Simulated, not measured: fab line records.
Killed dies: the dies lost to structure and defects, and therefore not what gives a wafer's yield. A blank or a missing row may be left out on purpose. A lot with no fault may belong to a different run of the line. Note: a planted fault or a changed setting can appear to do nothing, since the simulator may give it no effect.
What tool caused it?	flow n5-finfet	Sampling: 12 lots, 36 wafers, 4 of 1938 route steps

## WHAT EACH GAUGE READ, for each wafer
N5_BEOL_M15_RS_MEAS_54: the measuring method here is four-point-probe. Usual: for M15_RS the level is 0.0217 ohm/sq and the standard deviation is 0.00043.
lot	measured	on	M15_RS (ohm/sq)	flag
L344	day 12 17:10	film-metro-02	0.0217 0.0213 0.0218	
L345	day 12 23:40	film-metro-01	0.0219 0.0213 0.0217	
L346	day 13 10:03	film-metro-02	0.0225 0.0220 0.0221	
L350	day 14 08:11	film-metro-02	0.0213 0.0221 0.0217	
L353	day 14 20:10	film-metro-02	0.0215 0.0214 0.0221	
L354	day 15 00:58	film-metro-01	0.0216 0.0214 0.0206	
L351	day 15 04:11	film-metro-02	0.0216 0.0218 0.0218	
L355	day 15 04:19	film-metro-02	0.0218 0.0218 0.0218	
L356	day 16 22:44	film-metro-01	0.0214 0.0218 0.0213	
L357	day 17 06:20	film-metro-01	0.0221 0.0224 0.0224	
L359	day 17 13:44	film-metro-02	0.0227 0.0222 0.0223	
L360	day 18 11:29	film-metro-02	0.0216 0.0221 0.0219	

N5_BEOL_M15_INSPECT_55: inspects for defects (darkfield). Usual: raw-defect-count reads 68 (standard deviation 25).
lot	measured	on	raw-defect-count	flag
L344	day 12 17:12	defect-inspect-01	44 57 60	
L345	day 12 23:41	defect-inspect-01	134 104 79	
L346	day 13 10:04	defect-inspect-02	42 93 65	
L350	day 14 08:13	defect-inspect-02	112 67 70	
L353	day 14 20:11	defect-inspect-02	61 44 73	
L354	day 15 01:00	defect-inspect-02	69 55 63	
L351	day 15 04:13	defect-inspect-01	49 55 39	
L355	day 15 04:21	defect-inspect-02	37 32 31	
L356	day 16 22:46	defect-inspect-01	71 58 72	
L357	day 17 06:22	defect-inspect-01	90 63 57	
L359	day 17 13:46	defect-inspect-01	78 49 51	
L360	day 18 11:31	defect-inspect-02	64 53 90	

## EACH LOT AND THE TOOL THAT RAN IT (in order: tool; ch and the chambers of the sampled wafers; start)
lot	N5_BEOL_M15_PRE_CLEAN_42	N5_BEOL_M15_SPUTTER_43
L344	pvd-sputter-01, day 12 15:53	pvd-sputter-01, day 12 15:56
L345	pvd-sputter-03, day 12 22:20	pvd-sputter-03, day 12 22:23
L346	pvd-sputter-02, day 13 08:32	pvd-sputter-02, day 13 08:34
L350	pvd-sputter-01, day 14 06:55	pvd-sputter-01, day 14 06:57
L353	pvd-sputter-01, day 14 18:53	pvd-sputter-01, day 14 18:55
L354	pvd-sputter-01, day 14 23:40	pvd-sputter-01, day 14 23:42
L351	pvd-sputter-01, day 15 02:54	pvd-sputter-01, day 15 02:56
L355	pvd-sputter-02, day 15 03:02	pvd-sputter-02, day 15 03:05
L356	pvd-sputter-03, day 16 21:08	pvd-sputter-03, day 16 21:10
L357	pvd-sputter-02, day 17 05:01	pvd-sputter-02, day 17 05:04
L359	pvd-sputter-03, day 17 12:26	pvd-sputter-03, day 17 12:28
L360	pvd-sputter-01, day 18 10:13	pvd-sputter-01, day 18 10:15
- N5_BEOL_M15_PRE_CLEAN_42: time 30 s.
- N5_BEOL_M15_SPUTTER_43: material TaN, target thk 15 nm, time 24.19 s.

## AS READ BY THE TOOLS THEMSELVES (means over the sampled wafers that have a number; for cases with no such wafer, the mark the record gives instead)
N5_BEOL_M15_PRE_CLEAN_42. Usual: heater-power-w 482 W, standard deviation 38; susceptor-temp-C 300.04 C, standard deviation 0.17.
lot	tool	heater-power-w (W)	susceptor-temp-C (C)	flag
L344	pvd-sputter-01	534	299.75	
L345	pvd-sputter-03	451	300.10	
L346	pvd-sputter-02	457	299.85	
L350	pvd-sputter-01	490	299.92	
L353	pvd-sputter-01	518	300.02	
L354	pvd-sputter-01	519	300.08	
L351	pvd-sputter-01	472	300.17	
L355	pvd-sputter-02	469	300.11	
L356	pvd-sputter-03	471	300.24	
L357	pvd-sputter-02	437	299.93	
L359	pvd-sputter-03	465	300.02	
L360	pvd-sputter-01	493	299.96	

N5_BEOL_M15_SPUTTER_43. Usual: cathode-dc-power-W 15000 W, standard deviation 2.8; susceptor-temp-C 50.00 C, standard deviation 0.1; throttle-valve-pct 30.2 %, standard deviation 1.1.
lot	tool	cathode-dc-power-W (W)	susceptor-temp-C (C)	throttle-valve-pct (%)	flag
L344	pvd-sputter-01	14999	49.91	28.7	
L345	pvd-sputter-03	15001	50.00	30.0	
L346	pvd-sputter-02	15002	50.05	30.9	
L350	pvd-sputter-01	14388	49.94	29.7	OFF
L353	pvd-sputter-01	14388	50.03	29.6	OFF
L354	pvd-sputter-01	14391	50.00	29.7	OFF
L351	pvd-sputter-01	14388	49.94	29.9	OFF
L355	pvd-sputter-02	15000	49.93	31.0	
L356	pvd-sputter-03	14999	49.99	30.8	
L357	pvd-sputter-02	14998	49.94	30.1	
L359	pvd-sputter-03	15001	50.08	29.9	
L360	pvd-sputter-01	14997	50.17	29.8	

## THE ANSWER, worked out from the rows above alone
Rule: lot off if the mean of its wafers having a number is beyond 3 standard deviations from the usual mean. Also off: a lot with no number at a reading for which 4 or more lots have one. The other lots that the step has rows for count as sound. The gauges are gone through in route order, then the tools' own readings, and for those a lot's mean is taken as printed above. At the first step where some lot is off, the reading lying furthest off is the one used; lots without a number count as furthest.
Off, at N5_BEOL_M15_SPUTTER_43 on cathode-dc-power-W: L350, L353, L354, L351.
A tool fits if, at that step or a process step before it, it ran every lot that is off, and no sound lot after the first of them. No candidate that was tried fits.

## WHAT THE SIMULATOR PUT IN
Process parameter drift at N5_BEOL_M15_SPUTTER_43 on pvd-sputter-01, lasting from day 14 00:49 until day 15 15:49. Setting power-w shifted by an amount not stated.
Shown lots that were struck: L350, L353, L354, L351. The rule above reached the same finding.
